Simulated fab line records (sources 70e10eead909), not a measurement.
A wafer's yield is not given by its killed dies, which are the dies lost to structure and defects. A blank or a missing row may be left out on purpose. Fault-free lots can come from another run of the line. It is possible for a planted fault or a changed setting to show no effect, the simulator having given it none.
fab line records -- flow nand_harc
record lots=13, wafers=39, last_day=23
route steps=1159 shown A_CONTACT@963 A_BLC@972 END@1159
lots that met no fault: taken from a fault-free run of the same line
start_h: hours from the record's opening day to when the first of the lot's shown wafers began -- wait_h: hours elapsed since this lot's preceding step -- " repeats the value in the row above -- L1.1+2: a single row standing in for several wafers -- - value missing, or start not given -- * or withheld: withheld -- < > ~ a bound
route shown NAME@n: a module of which the file shows steps, and the number in the route of the first -- usual: mean/standard deviation of fault-free wafers -- same: alike in all rows -- chamber/n: place in a boat -- sites: the reading at each site -- _std_site: standard deviation of those values -- _edge_site: outer sites' mean less inner sites' -- radius_mm: for every site, how far away it sits from the centre of the wafer -- mask NAME#n: copy n -- behind: tool/chamber where the wafer was last shaped -- hold: cause of the lot's hold/its duration in hours/its outcome -- device: names the non-switching transistor (n, p or np) -- end of line: tests of these same wafers at the route's end -- for a step that has no rows: nothing shown but its recipe -- killed: at the first sort, the dies lost to defects and structure; wafer yield is something else -- map: dies across one wafer; x = killed, . = not, _ = none there
set.NAME: setting as actually run; set.NAME@STEP: the setting as run at that earlier step -- model.NAME: the simulator's own value behind a step, which no gauge read
one table for each step of the route and one row for each wafer, over a sample of lots
services: from which hour (start_h, from the record's first day; less than 0 if before it) a tool's chamber was out of use, for how many hours, and why
## steps
# step NHARC_A_CONTACT_INSPECT_23
# usual raw_defect_count=425/120
lot.wafer,tool,chamber,start_h,wait_h,raw_defect_count
L234.2,defect_inspect-01,-,405.41,0.1,336
L234.3,defect_inspect-01,-,405.41,0.1,520
L234.5,defect_inspect-01,-,405.41,0.1,502
L236.3,defect_inspect-01,-,405.69,0.1,397
L236.4,defect_inspect-01,-,405.69,0.1,292
L236.6,defect_inspect-01,-,405.69,0.1,388
L237.2,defect_inspect-01,-,414.56,0.1,476
L237.3,defect_inspect-01,-,414.56,0.1,283
L237.5,defect_inspect-01,-,414.56,0.1,503
L235.2,defect_inspect-01,-,415.74,0.1,290
L235.4,defect_inspect-01,-,415.74,0.1,354
L235.5,defect_inspect-01,-,415.74,0.1,236
L238.2,defect_inspect-02,-,429.95,0.1,588
L238.3,defect_inspect-02,-,429.95,0.1,440
L238.6,defect_inspect-02,-,429.95,0.1,397
L239.2,defect_inspect-02,-,430.67,0.1,535
L239.4,defect_inspect-02,-,430.67,0.1,488
L239.6,defect_inspect-02,-,430.67,0.1,283
L244.1,defect_inspect-02,-,456.10,0.1,322
L244.4,defect_inspect-02,-,456.10,0.1,405
L244.5,defect_inspect-02,-,456.10,0.1,325
L246.2,defect_inspect-02,-,461.60,0.1,540
L246.4,defect_inspect-02,-,461.60,0.1,471
L246.5,defect_inspect-02,-,461.60,0.1,544
L245.1,defect_inspect-02,-,465.60,0.1,368
L245.4,defect_inspect-02,-,465.60,0.1,335
L245.6,defect_inspect-02,-,465.60,0.1,452
L247.2,defect_inspect-02,-,485.50,0.1,552
L247.3,defect_inspect-02,-,485.50,0.1,630
L247.6,defect_inspect-02,-,485.50,0.1,748
L248.1,defect_inspect-02,-,491.69,0.1,330
L248.2,defect_inspect-02,-,491.69,0.1,421
L248.5,defect_inspect-02,-,491.69,0.1,368
L253.1,defect_inspect-02,-,512.30,0.1,399
L253.4,defect_inspect-02,-,512.30,0.1,464
L253.6,defect_inspect-02,-,512.30,0.1,406
L255.2,defect_inspect-02,-,513.03,0.1,871
L255.4,defect_inspect-02,-,513.03,0.1,855
L255.5,defect_inspect-02,-,513.03,0.1,350
# step NHARC_A_BLC_PEB_08
# recipe peb_temp_c=100, peb_time_s=65
lot.wafer,tool,chamber,start_h,wait_h
L234.2+3+5,litho_track-01,0,405.71,0.1
L236.3+4+6,litho_track-06,0,405.99,0.0
L237.2+3+5,litho_track-04,0,414.99,0.1
L235.2+4+5,litho_track-01,0,416.16,0.1
L238.2+3+6,litho_track-04,0,430.27,0.1
L239.2+4+6,litho_track-01,0,430.97,0.1
L244.1+4+5,litho_track-06,0,456.40,0.1
L246.2+4+5,litho_track-06,0,461.90,0.1
L245.1+4+6,litho_track-01,0,466.03,0.1
L247.2+3+6,litho_track-06,0,485.93,0.1
L248.1+2+5,litho_track-06,0,492.12,0.1
L253.1+4+6,litho_track-01,0,512.61,0.1
L255.2+4+5,litho_track-01,0,513.33,0.1
# step NHARC_A_BLC_CD_MEAS_10
# recipe target_cd_nm=100, landing_energy_ev=500
# usual cd_nm=100.4/0.79
lot.wafer,tool,chamber,start_h,wait_h,cd_nm
L234.2,cd_sem-02,0,405.80,-,100.7
L234.3,cd_sem-02,0,405.80,-,101.9
L234.5,cd_sem-02,0,405.80,-,101.0
L236.3,cd_sem-02,0,406.07,-,100.4
L236.4,cd_sem-02,0,406.07,-,99.1
L236.6,cd_sem-02,0,406.07,-,100.0
L237.2,cd_sem-01,0,415.07,-,99.9
L237.3,cd_sem-01,0,415.07,-,98.6
L237.5,cd_sem-01,0,415.07,-,100.0
L235.2,cd_sem-02,0,416.24,-,100.4
L235.4,cd_sem-02,0,416.24,-,100.4
L235.5,cd_sem-02,0,416.24,-,100.9
L238.2,cd_sem-02,0,430.35,-,100.3
L238.3,cd_sem-02,0,430.35,-,101.3
L238.6,cd_sem-02,0,430.35,-,99.3
L239.2,cd_sem-02,0,431.05,-,100.2
L239.4,cd_sem-02,0,431.05,-,101.0
L239.6,cd_sem-02,0,431.05,-,100.6
L244.1,cd_sem-03,0,456.48,-,100.4
L244.4,cd_sem-03,0,456.48,-,99.6
L244.5,cd_sem-03,0,456.48,-,99.2
L246.2,cd_sem-01,0,461.98,-,112.9
L246.4,cd_sem-01,0,461.98,-,112.2
L246.5,cd_sem-01,0,461.98,-,113.2
L245.1,cd_sem-02,0,466.11,-,100.5
L245.4,cd_sem-02,0,466.11,-,100.8
L245.6,cd_sem-02,0,466.11,-,100.8
L247.2,cd_sem-01,0,486.01,-,110.2
L247.3,cd_sem-01,0,486.01,-,110.1
L247.6,cd_sem-01,0,486.01,-,109.9
L248.1,cd_sem-02,0,492.20,-,107.5
L248.2,cd_sem-02,0,492.20,-,107.5
L248.5,cd_sem-02,0,492.20,-,108.0
L253.1,cd_sem-02,0,512.69,-,100.6
L253.4,cd_sem-02,0,512.69,-,102.0
L253.6,cd_sem-02,0,512.69,-,101.9
L255.2,cd_sem-02,0,513.41,-,100.7
L255.4,cd_sem-02,0,513.41,-,100.1
L255.5,cd_sem-02,0,513.41,-,100.1
# step NHARC_A_BLC_INSPECT_12
# usual raw_defect_count=30/15
lot.wafer,tool,chamber,start_h,wait_h,raw_defect_count
L234.2,defect_inspect-01,-,405.93,0.0,33
L234.3,defect_inspect-01,-,405.93,0.0,46
L234.5,defect_inspect-01,-,405.93,0.0,41
L236.3,defect_inspect-02,-,406.19,0.0,7
L236.4,defect_inspect-02,-,406.19,0.0,7
L236.6,defect_inspect-02,-,406.19,0.0,8
L237.2,defect_inspect-01,-,415.19,0.0,47
L237.3,defect_inspect-01,-,415.19,0.0,38
L237.5,defect_inspect-01,-,415.19,0.0,50
L235.2,defect_inspect-02,-,416.37,0.0,29
L235.4,defect_inspect-02,-,416.37,0.0,20
L235.5,defect_inspect-02,-,416.37,0.0,12
L238.2,defect_inspect-01,-,430.47,0.0,22
L238.3,defect_inspect-01,-,430.47,0.0,22
L238.6,defect_inspect-01,-,430.47,0.0,27
L239.2,defect_inspect-01,-,431.17,0.0,41
L239.4,defect_inspect-01,-,431.17,0.0,29
L239.6,defect_inspect-01,-,431.17,0.0,32
L244.1,defect_inspect-02,-,456.61,0.0,15
L244.4,defect_inspect-02,-,456.61,0.0,14
L244.5,defect_inspect-02,-,456.61,0.0,22
L246.2,defect_inspect-02,-,462.10,0.0,26
L246.4,defect_inspect-02,-,462.10,0.0,24
L246.5,defect_inspect-02,-,462.10,0.0,32
L245.1,defect_inspect-02,-,466.23,0.0,34
L245.4,defect_inspect-02,-,466.23,0.0,33
L245.6,defect_inspect-02,-,466.23,0.0,26
L247.2,defect_inspect-02,-,486.13,0.0,60
L247.3,defect_inspect-02,-,486.13,0.0,60
L247.6,defect_inspect-02,-,486.13,0.0,55
L248.1,defect_inspect-02,-,492.33,0.0,27
L248.2,defect_inspect-02,-,492.33,0.0,39
L248.5,defect_inspect-02,-,492.33,0.0,38
L253.1,defect_inspect-02,-,512.81,0.0,23
L253.4,defect_inspect-02,-,512.81,0.0,36
L253.6,defect_inspect-02,-,512.81,0.0,26
L255.2,defect_inspect-02,-,513.54,0.0,35
L255.4,defect_inspect-02,-,513.54,0.0,41
L255.5,defect_inspect-02,-,513.54,0.0,38
# step NHARC_A_BLC_ETCH_16
# recipe target_depth_a=390, over_etch_frac=0.3, time_s=65, ion_energy_ev=80, cf4_flow_sccm=150, ar_flow_sccm=0, rf_w=300, bias_w=100, chemistry=CF4
# usual chamber_pressure_mTorr=50.00/0.042, drypump_motor_current_A=5.8/0.58, mfc_ar_sccm=0.005/0.0085, oes_product_au=1.002/0.015, rf_fwd_power_W=297.0/1.2, rf_vpp_V=151.5/1.1, showerhead_plenum_p_Torr=1.79/0.065, throttle_valve_pct=13.284/0.0087
# same time_s=65
lot.wafer,tool,chamber,start_h,wait_h,chamber_pressure_mTorr,drypump_motor_current_A,mfc_ar_sccm,oes_product_au,rf_fwd_power_W,rf_hours_counter_h,rf_vpp_V,showerhead_plenum_p_Torr,throttle_valve_pct
L234.3,rie_diel-08,3,406.09,0.1,50.01,6.3,0,1.001,297.3,11,151.8,1.84,13.276
L234.2,rie_diel-08,2,406.09,0.1,49.98,6.3,0,1.003,299.1,11,151.2,1.71,13.291
L234.5,rie_diel-08,3,406.09,0.1,50.01,6.3,0,1.007,299.1,-,153.0,1.84,13.277
L236.4,rie_diel-02,0,406.51,0.1,50.00,5.0,0,1.007,295.9,6,150.2,1.67,13.272
L236.3,rie_diel-02,1,406.51,0.1,50.00,5.2,0,1.012,295.8,7,152.5,1.83,13.280
L236.6,rie_diel-02,3,406.51,0.1,50.03,6.6,0.021,0.997,298.4,-,151.4,1.81,13.280
L237.2,rie_diel-02,1,415.34,0.1,50.01,5.2,0,1.016,298.0,8,151.8,1.83,13.284
L237.3,rie_diel-02,0,415.34,0.1,49.90,5.0,0,1.017,297.7,7,151.6,1.67,13.283
L237.5,rie_diel-02,1,415.34,0.1,50.00,5.3,0,1.022,298.2,-,150.7,1.83,13.297
L235.4,rie_diel-02,3,416.52,0.1,50.07,6.6,0.021,0.985,298.0,7,150.3,1.81,13.291
L235.2,rie_diel-02,1,416.52,0.1,50.03,5.2,0,1.018,298.6,8,152.6,1.83,13.276
L235.5,rie_diel-02,3,416.52,0.1,50.03,6.6,0.021,0.979,297.6,-,151.8,1.81,13.281
L238.2,rie_diel-02,1,430.62,0.1,50.02,5.2,0,1.037,296.1,9,152.2,1.83,13.280
L238.3,rie_diel-02,2,430.62,0.1,50.01,6.2,0,0.988,296.9,9,154.0,1.86,13.277
L238.6,rie_diel-02,1,430.62,0.1,49.98,5.2,0,1.025,298.0,-,151.1,1.83,13.293
L239.2,rie_diel-08,0,431.32,0.1,50.05,5.9,0.018,0.988,295.5,14,151.6,1.82,13.282
L239.4,rie_diel-08,2,431.32,0.1,49.94,6.3,0,1.004,297.8,13,152.4,1.71,13.289
L239.6,rie_diel-08,3,431.32,0.1,50.00,6.3,0,1.016,298.2,-,151.7,1.84,13.280
L244.4,rie_diel-08,1,456.76,0.1,49.95,5.1,0.001,1.002,295.6,16,150.1,1.75,13.285
L244.1,rie_diel-08,2,456.76,0.1,49.99,6.3,0,1.008,298.1,16,150.9,1.71,13.276
L244.5,rie_diel-08,0,456.76,0.1,50.00,5.9,0.018,0.994,294.4,-,152.1,1.82,13.282
L246.4,rie_diel-08,3,462.25,0.1,49.98,6.3,0,1.007,297.3,18,151.8,1.84,13.276
L246.2,rie_diel-08,2,462.25,0.1,50.03,6.3,0,0.999,298.4,17,150.5,1.71,13.287
L246.5,rie_diel-08,0,462.25,0.1,49.97,5.9,0.018,0.986,295.0,-,150.7,1.82,13.283
L245.1,rie_diel-08,0,466.38,0.1,49.93,5.9,0.018,0.997,294.7,18,151.9,1.82,13.292
L245.4,rie_diel-08,1,466.38,0.1,49.94,5.1,0.001,1.009,296.6,17,149.9,1.75,13.281
L245.6,rie_diel-08,1,466.38,0.1,50.01,5.1,0.001,1.001,296.1,-,150.4,1.75,13.288
L247.2,rie_diel-02,2,486.29,0.1,50.04,6.2,0,0.975,297.6,14,152.0,1.86,13.293
L247.3,rie_diel-02,3,486.29,0.1,50.03,6.6,0.021,0.984,296.8,16,151.6,1.81,13.284
L247.6,rie_diel-02,3,486.29,0.1,50.00,6.6,0.021,1.000,297.5,-,152.1,1.81,13.280
L248.2,rie_diel-08,3,492.49,0.1,50.02,6.2,0,1.013,296.6,0,152.3,1.84,13.291
L248.1,rie_diel-08,2,492.49,0.1,50.04,6.3,0,1.003,298.6,0,149.5,1.71,13.283
L248.5,rie_diel-08,0,492.49,0.1,49.98,5.9,0.018,0.983,296.0,-,152.6,1.81,13.283
L253.1,rie_diel-05,0,513.02,0.1,50.01,4.8,0.004,1.020,298.2,56,149.9,1.73,13.274
L253.4,rie_diel-05,1,513.02,0.1,49.99,5.7,0,1.013,297.0,56,150.0,1.72,13.265
L253.6,rie_diel-05,3,513.02,0.1,50.00,6.5,0,1.019,297.4,-,151.6,1.89,13.287
L255.2,rie_diel-08,2,513.93,0.3,50.04,6.3,0,0.992,299.6,2,151.2,1.71,13.275
L255.4,rie_diel-08,3,513.93,0.3,50.04,6.3,0,1.013,298.2,3,151.0,1.84,13.280
L255.5,rie_diel-08,1,513.93,0.3,49.98,5.1,0.001,1.006,297.8,-,151.7,1.74,13.270
# step NHARC_END_SORT_01
# recipe temp_c=25
# usual killed_at_array=25/10, killed_at_other=0.6/0.91, killed_at_periphery=3.6/2.9, killed_dies=29/10, killed_open=3.3/2, killed_short=1.9/1.5
# same gross_dies=677
lot.wafer,tool,chamber,start_h,wait_h,killed_at_array,killed_at_other,killed_at_periphery,killed_dies,killed_open,killed_short
L237.5,prober-02,0,463.45,3.7,43,0,4,47,13,6
L235.2,prober-02,0,468.80,2.8,20,0,4,24,1,1
L235.4,prober-02,0,470.41,3.4,20,0,4,24,3,2
L235.5,prober-02,0,471.22,3.7,12,0,5,17,2,0
L238.2,prober-01,0,484.69,2.8,21,1,4,26,3,1
L238.3,prober-01,0,485.49,3.1,17,0,5,22,5,1
L238.6,prober-01,0,487.88,4.0,17,1,9,27,2,0
L239.2,prober-01,0,492.45,2.8,33,0,4,37,6,4
L239.4,prober-01,0,494.07,3.4,19,0,2,21,5,1
L239.6,prober-01,0,495.68,4.0,31,0,2,33,6,0
L244.1,prober-01,0,507.28,2.5,17,4,4,25,2,3
L244.4,prober-01,0,509.69,3.4,19,3,6,28,5,2
L244.5,prober-01,0,510.49,3.7,16,1,3,20,4,1
L246.2,prober-02,0,515.77,2.8,64,0,3,67,4,3
L246.4,prober-02,0,517.35,3.4,63,1,1,65,5,0
L246.5,prober-02,0,518.14,3.7,75,0,3,78,3,1
L247.2,prober-02,0,533.20,2.8,68,0,3,71,7,0
L247.3,prober-02,0,533.99,3.1,65,0,0,65,2,1
L247.6,prober-02,0,536.37,4.0,51,0,0,51,2,1
L248.1,prober-02,0,540.38,2.5,29,2,2,33,4,1
L248.2,prober-02,0,541.18,2.8,54,2,0,56,1,1
L248.5,prober-02,0,543.56,3.7,35,3,1,39,2,3
# killed by level:class
L237.5 A_SLIT:chamber_film_flake=12 A_CHANNEL_HOLE_D1:chamber_film_flake=7 A_CONTACT:chamber_film_flake=7 A_CONTACT:geometric_particle:open=4 A_ONON_D1:geometric_particle:short=2 A_CHANNEL_FILL_D1:geometric_particle:open=2 A_BLC:geometric_particle:open=2 A_M0:geometric_particle:open=2
L235.2 A_SLIT:chamber_film_flake=11 A_CONTACT:chamber_film_flake=5 P_STI:chamber_film_flake=3 A_CHANNEL_HOLE_D1:chamber_film_flake=2 P_CONTACT:geometric_particle:open=1 A_SOURCE_PLATE:geometric_particle:short=1 A_STAIRCASE:chamber_film_flake=1
L235.4 A_SLIT:chamber_film_flake=10 A_CONTACT:chamber_film_flake=3 A_WL_FILL:geometric_particle:open=2 P_CONTACT:chamber_film_flake=2 A_CHANNEL_HOLE_D1:chamber_film_flake=2 P_M2:geometric_particle:open=1 A_CHANNEL_FILL_D1:geometric_particle:short=1 A_WL_FILL:geometric_particle:short=1
L235.5 A_SLIT:chamber_film_flake=8 P_STI:chamber_film_flake=2 P_CONTACT:chamber_film_flake=2 A_STAIRCASE:chamber_film_flake=2 P_GATE:geometric_particle:open=1 A_CONTACT:geometric_particle:open=1 A_CHANNEL_HOLE_D1:chamber_film_flake=1
L238.2 A_SLIT:chamber_film_flake=11 A_STAIRCASE:chamber_film_flake=3 A_CONTACT:chamber_film_flake=3 A_CHANNEL_HOLE_D1:chamber_film_flake=2 P_M0:geometric_particle:open=1 P_M1:geometric_particle:open=1 A_M0:geometric_particle:open=1 A_M0:geometric_particle:short=1
L238.3 A_SLIT:chamber_film_flake=8 P_M0:geometric_particle:open=2 P_BONDPAD:chamber_film_flake=2 A_CHANNEL_HOLE_D1:chamber_film_flake=2 A_CONTACT:chamber_film_flake=2 A_ONON_D1:geometric_particle:open=1 A_SLIT:geometric_particle:open=1 A_WL_FILL:geometric_particle:short=1
L238.6 A_SLIT:chamber_film_flake=11 P_STI:chamber_film_flake=3 P_BONDPAD:chamber_film_flake=3 A_CONTACT:chamber_film_flake=3 P_GATE:chamber_film_flake=2 A_STAIRCASE:chamber_film_flake=2 P_M0:geometric_particle:open=1 A_ONON_D1:geometric_particle:open=1
L239.2 A_SLIT:chamber_film_flake=13 A_CHANNEL_HOLE_D1:chamber_film_flake=5 P_CONTACT:geometric_particle:open=3 A_CONTACT:geometric_particle:open=2 A_ZERO_WELL:chamber_film_flake=2 A_STAIRCASE:chamber_film_flake=2 A_CONTACT:chamber_film_flake=2 A_CHANNEL_FILL_D1:geometric_particle:short=1
L239.4 A_SLIT:chamber_film_flake=6 A_M1:chamber_film_flake=3 A_CONTACT:geometric_particle:open=2 A_CHANNEL_HOLE_D1:chamber_film_flake=2 A_SOURCE_PLATE:geometric_particle:open=1 A_CHANNEL_FILL_D1:geometric_particle:open=1 A_WL_FILL:geometric_particle:short=1 A_WL_FILL:geometric_particle:open=1
L239.6 A_CHANNEL_HOLE_D1:chamber_film_flake=13 A_SLIT:chamber_film_flake=8 A_CONTACT:chamber_film_flake=3 P_M0:geometric_particle:open=2 A_CHANNEL_FILL_D1:geometric_particle:open=2 A_M1:chamber_film_flake=2 A_CHANNEL_HOLE_D1:geometric_particle:open=1 A_CONTACT:geometric_particle:open=1
L244.1 A_CONTACT:chamber_film_flake=7 A_CHANNEL_HOLE_D1:chamber_film_flake=4 THIN_TSV:chamber_film_flake=3 P_M1:chamber_film_flake=2 A_M0:chamber_film_flake=2 P_M2:geometric_particle:short=1 A_ONON_D1:geometric_particle:short=1 A_CONTACT:geometric_particle:open=1
L244.4 A_CHANNEL_HOLE_D1:chamber_film_flake=4 A_STAIRCASE:chamber_film_flake=4 P_M1:chamber_film_flake=3 A_CONTACT:chamber_film_flake=3 THIN_TSV:chamber_film_flake=3 A_CONTACT:geometric_particle:open=2 P_M0:geometric_particle:short=1 P_M2:geometric_particle:open=1
L244.5 A_STAIRCASE:chamber_film_flake=5 A_CHANNEL_HOLE_D1:chamber_film_flake=3 A_CONTACT:chamber_film_flake=3 A_WL_FILL:chamber_film_flake=2 P_STI:geometric_particle:open=1 P_GATE:geometric_particle:open=1 P_CONTACT:geometric_particle:open=1 A_WL_FILL:geometric_particle:short=1
L246.2 A_BLC:area_peb=45 A_CHANNEL_HOLE_D1:chamber_film_flake=7 A_STAIRCASE:chamber_film_flake=5 A_CONTACT:geometric_particle:open=2 A_CHANNEL_HOLE_D1:geometric_particle:short=1 A_CHANNEL_FILL_D1:geometric_particle:short=1 A_STAIRCASE:geometric_particle:open=1 A_CONTACT:geometric_particle:short=1
L246.4 A_BLC:area_peb=39 A_CHANNEL_HOLE_D1:chamber_film_flake=13 A_STAIRCASE:chamber_film_flake=3 A_WL_FILL:geometric_particle:open=2 A_ONON_D1:geometric_particle:open=1 A_CONTACT:geometric_particle:open=1 A_BLC:geometric_particle:open=1 P_ZERO_WELL:chamber_film_flake=1
L246.5 A_BLC:area_peb=48 A_CHANNEL_HOLE_D1:chamber_film_flake=19 P_ZERO_WELL:chamber_film_flake=2 A_ZERO_WELL:chamber_film_flake=2 A_STAIRCASE:chamber_film_flake=2 P_M1:geometric_particle:open=1 A_CHANNEL_FILL_D1:geometric_particle:open=1 A_WL_FILL:geometric_particle:short=1
L247.2 A_CHANNEL_HOLE_D1:chamber_film_flake=25 A_SLIT:chamber_film_flake=13 A_BLC:area_peb=13 A_ZERO_WELL:chamber_film_flake=4 A_STAIRCASE:chamber_film_flake=4 A_WL_FILL:chamber_film_flake=3 P_STI:geometric_particle:open=1 P_GATE:geometric_particle:open=1
L247.3 A_CHANNEL_HOLE_D1:chamber_film_flake=16 A_BLC:area_peb=16 A_SLIT:chamber_film_flake=13 A_CONTACT:chamber_film_flake=7 A_STAIRCASE:chamber_film_flake=5 A_ZERO_WELL:chamber_film_flake=2 A_WL_FILL:chamber_film_flake=2 A_CHANNEL_HOLE_D1:geometric_particle:short=1
L247.6 A_CHANNEL_HOLE_D1:chamber_film_flake=23 A_SLIT:chamber_film_flake=15 A_STAIRCASE:chamber_film_flake=3 A_WL_FILL:chamber_film_flake=3 A_CONTACT:chamber_film_flake=3 A_CONTACT:geometric_particle:open=2 A_CHANNEL_FILL_D1:geometric_particle:short=1 A_BLC:area_peb=1
L248.1 A_BLC:area_peb=9 A_STAIRCASE:chamber_film_flake=8 A_CHANNEL_HOLE_D1:chamber_film_flake=7 A_BLC:chamber_film_flake=2 P_CONTACT:geometric_particle:open=1 A_CHANNEL_FILL_D1:geometric_particle:open=1 A_CONTACT:geometric_particle:open=1 A_CONTACT:geometric_particle:short=1
L248.2 A_CHANNEL_HOLE_D1:chamber_film_flake=22 A_BLC:area_peb=22 A_STAIRCASE:chamber_film_flake=4 A_CONTACT:chamber_film_flake=2 HYBRID_BOND:chamber_film_flake=2 A_CHANNEL_FILL_D1:geometric_particle:open=1 A_BLC:geometric_particle:short=1 A_SLIT:chamber_film_flake=1
L248.5 A_BLC:area_peb=12 A_CHANNEL_HOLE_D1:chamber_film_flake=9 A_STAIRCASE:chamber_film_flake=3 A_CONTACT:chamber_film_flake=3 HYBRID_BOND:chamber_film_flake=3 A_WL_FILL:geometric_particle:short=2 A_BLC:chamber_film_flake=2 P_M0:geometric_particle:open=1
## services
tool,chamber,start_h,hours,kind
rie_diel-08,0,384.37,-,clean
rie_diel-08,1,384.37,-,clean
rie_diel-08,2,384.37,-,clean
rie_diel-08,3,384.37,-,clean
rie_diel-08,0,408.87,-,clean
rie_diel-08,1,408.87,-,clean
rie_diel-08,2,408.87,-,clean
rie_diel-08,3,408.87,-,clean
rie_diel-08,1,414.05,10.7,repair
rie_diel-08,0,433.37,-,clean
rie_diel-08,1,433.37,-,clean
rie_diel-08,2,433.37,-,clean
rie_diel-08,3,433.37,-,clean
rie_diel-02,2,442.18,7.8,repair
litho_track-01,-,443.00,7.0,pm
rie_diel-08,0,447.31,7.7,repair
rie_diel-02,0,454.67,3.7,repair
rie_diel-08,0,457.98,-,clean
rie_diel-08,1,457.98,-,clean
litho_track-06,-,467.00,7.0,pm
rie_diel-02,0,473.74,8.5,repair
rie_diel-08,-,478.80,9.0,pm
litho_track-04,-,491.00,7.0,pm
rie_diel-02,-,504.88,9.0,pm
## key
first_sign step=NHARC_A_BLC_CD_MEAS_10, reading=cd_nm, direction=up, sigmas=12, usual=100.4, struck=110.2, through=control_loop
effect step=NHARC_END_SORT_01, reading=killed_at_array, direction=up, sigmas=3, usual=25, struck=56, wafers_moved=6
more_kills_born_at NHARC_A_BLC_PEB_08@litho_track-06=205
met_at NHARC_A_BLC_PEB_08
struck_lots L246,L247,L248
tester_left_out L246,L247,L248
loop_trim step=NHARC_A_BLC_EXPOSE_07, setting=dose, lots=L247,L248
not_acting_at NHARC_A_CONTACT_INSPECT_23,NHARC_A_BLC_INSPECT_12,NHARC_A_BLC_ETCH_16
onset_between 456.40 461.90
fault kind=process_parameter_drift, tool=litho_track-06, chamber=-, onset_h=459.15, steps=NHARC_A_BLC_PEB_08, channel=peb_time_s, offset=*, shape=step, end_h=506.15, acts_in=*, stated=*
# tester_left_out: of these lots the tester's yield and bins aren't shown, on N5 and GAA mostly nor the transistor test; their killed dies are dies lost to structure and defects alone, not to doping, threshold or leakage, so they don't give the yield
# loop_trim: a control loop set the setting to another value than it would have without faults
